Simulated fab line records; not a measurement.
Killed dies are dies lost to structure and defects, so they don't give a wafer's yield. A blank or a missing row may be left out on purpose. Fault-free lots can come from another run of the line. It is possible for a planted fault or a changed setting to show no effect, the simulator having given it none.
A struck lot beside a sound one    flow n5 finfet    38 steps out of a route of 1938
Sound: wafers L689.1, L689.2, L689.4. Struck: wafer L702.4 (left out: L702.3, a lot-mate that was not struck); the cause follows at the end.
At each step with rows: each side's tool, then ch and its chambers, then its first start. Under that, the readings that differ: sound wafers    struck wafers    difference of the means    sigmas: that difference in standard deviations of wafers without a fault.
alike: readings with means less than 2 such deviations apart, plus words and numbers identical on both sides. not compared: withheld readings, readings lacking a value on some wafer, bounds such as >300 that could conceal the same value, and numbers that have no deviation in the record and whose values overlap.
The two part at a step that has a row with sigmas, a row that says differs or no value, or rows on one side only. Numbers that have no deviation but don't overlap get no sigmas and don't part them. Lack of a reading on every wafer of one side parts them only where that side has two or more wafers.

first, 9 steps without rows for these wafers: N5_FIN_CUT_COAT_02 (resist thk 30 nm); N5_FIN_CUT_EBR_04; N5_FIN_CUT_SOFTBAKE_03 (time 60 s); N5_FIN_CUT_EXPOSE_05 (exposes mask FIN CUT); N5_FIN_CUT_PEB_06 (peb time 60 s); N5_FIN_CUT_DEVELOP_07 (develop time 30 s); N5_FIN_CUT_DESCUM_13 (chemistry O2, time 7 s); N5_FIN_CUT_ETCH_30 (etches underlayer in N2/H2, target depth 13 nm, time 10.4 s); N5_FIN_CUT_ETCH_20 (etches SiARC in CF4, target depth 26 nm, time 43.3 s).
N5_FIN_CUT_ETCH_21: etches SOC in N2/H2, target depth 219 nm, overetch 43.8 nm, time 523.5 s.
  sound on rie diel-03 ch 0,1,3, day 2 10:01; struck on rie diel-03 ch 2, day 5 14:34
reading                                     sound         struck  difference  sigmas
model.SiARC_of_FIN_CUT_COAT_19.thk nm (nm)  12.2 12 11.8  12.8    +0.8        
  alike: drypump motor current A, oes product au, rf vpp V, showerhead plenum p Torr, throttle valve pct
  not compared: rf hours counter h
then, 3 steps without rows for these wafers: N5_FIN_CUT_STRIP_23 (strips in N2/H2); N5_FIN_CUT_STRIP_31 (strips in N2/H2); N5_FIN_CUT_STRIP_24 (strips in CF4).
N5_FIN_CUT_CUT_ETCH_26: etches SiNx in CH3F/O2, target depth 39 nm, time 55.7 s.
  sound on rie diel-03 ch 0,1,3, day 2 10:21; struck on rie diel-03 ch 2, day 5 14:55
reading                          sound    struck  difference  sigmas
model.FIN_CUT.cd offset nm (nm)  0 0.8 0  -0.6    -0.9        
  alike: drypump motor current A, mfc ar sccm, oes product au, rf vpp V, showerhead plenum p Torr, throttle valve pct
  not compared: rf hours counter h
then, 23 steps without rows for these wafers: N5_FIN_CUT_CUT_ETCH_27 (etches SiO2 in CHF3/O2, target depth 4 nm, overetch 2 nm, time 4.9 s); N5_FIN_CUT_PRECLEAN_35 (cleans in vHF, time 13.3 s); N5_FIN_CUT_CUT_ETCH_15 (etches Si in HBr/Cl2/O2, target depth 100 nm, bt time 10 s, time 42.4 s); N5_FIN_CUT_CUT_ETCH_28 (etches Si in HBr/Cl2/O2, target depth 6 nm, time 2.4 s); N5_FIN_CUT_STRIP_22 (strips in N2/H2); N5_FIN_CUT_PRECLEAN_36 (cleans in O3/DIW, time 60 s); N5_FIN_CUT_SRD_32 (time 30 s); N5_FIN_CUT_UV_OZONE_34 (time 120 s); N5_STI_FIN_REVEAL_ALD_00 (deposits SiO2, target thk 1 nm, pulse time 1 s); N5_STI_FIN_REVEAL_ALD_14 (deposits Si3N4, target thk 3 nm); N5_STI_FIN_REVEAL_FCVD_FILL_01 (material SiO2 flowable, target thk 312 nm, time 512.2 s); N5_STI_FIN_REVEAL_DENSIFY_02 (time 1800 s); N5_STI_FIN_REVEAL_CMP_04 (polishes, stops on Si3N4, t overpolish 4 s, target thk 131.83 nm); N5_STI_FIN_REVEAL_DENSIFY_30; N5_STI_FIN_REVEAL_ETCHBACK_08 (etches SiO2 in C4F6/O2, target depth 30.5 nm, time 10.167 s); N5_STI_FIN_REVEAL_STRIP_24 (strips in N2/H2, time 90 s); N5_STI_FIN_REVEAL_PRECLEAN_25 (cleans in SPM, time 90 s); N5_STI_FIN_REVEAL_PRECLEAN_26 (cleans in SC1, time 45 s); N5_STI_FIN_REVEAL_PRECLEAN_29 (cleans in DHF, time 30 s); N5_STI_FIN_REVEAL_SRD_12 (time 30 s); N5_STI_FIN_REVEAL_RECESS_09 (chemistry HF/NH3, target SiO2, afs cycles 11, target depth 42.5 nm, sublimation time 60 s); N5_STI_FIN_REVEAL_STRIP_16 (strips SiNx in H3PO4, target depth 23.8 nm); N5_STI_FIN_REVEAL_PRECLEAN_17 (cleans in NF3:NH3, afs cycles 1, time 20 s, sublimation time 60 s).
-- here the record skips 12 days between the struck wafers' starts before and after, leaving off in module STI_FIN_REVEAL and picking up in module PASSIVATION (first step shown: number 1936 of the route) --
N5_PASSIVATION_PROBE_49:
  record: rows for the struck wafers here (prober-01, day 17 16:40), none for the sound ones

WHERE THEY PART
Only at N5_PASSIVATION_PROBE_49, as far as this record shows.

WHY: the cause the simulator had injected
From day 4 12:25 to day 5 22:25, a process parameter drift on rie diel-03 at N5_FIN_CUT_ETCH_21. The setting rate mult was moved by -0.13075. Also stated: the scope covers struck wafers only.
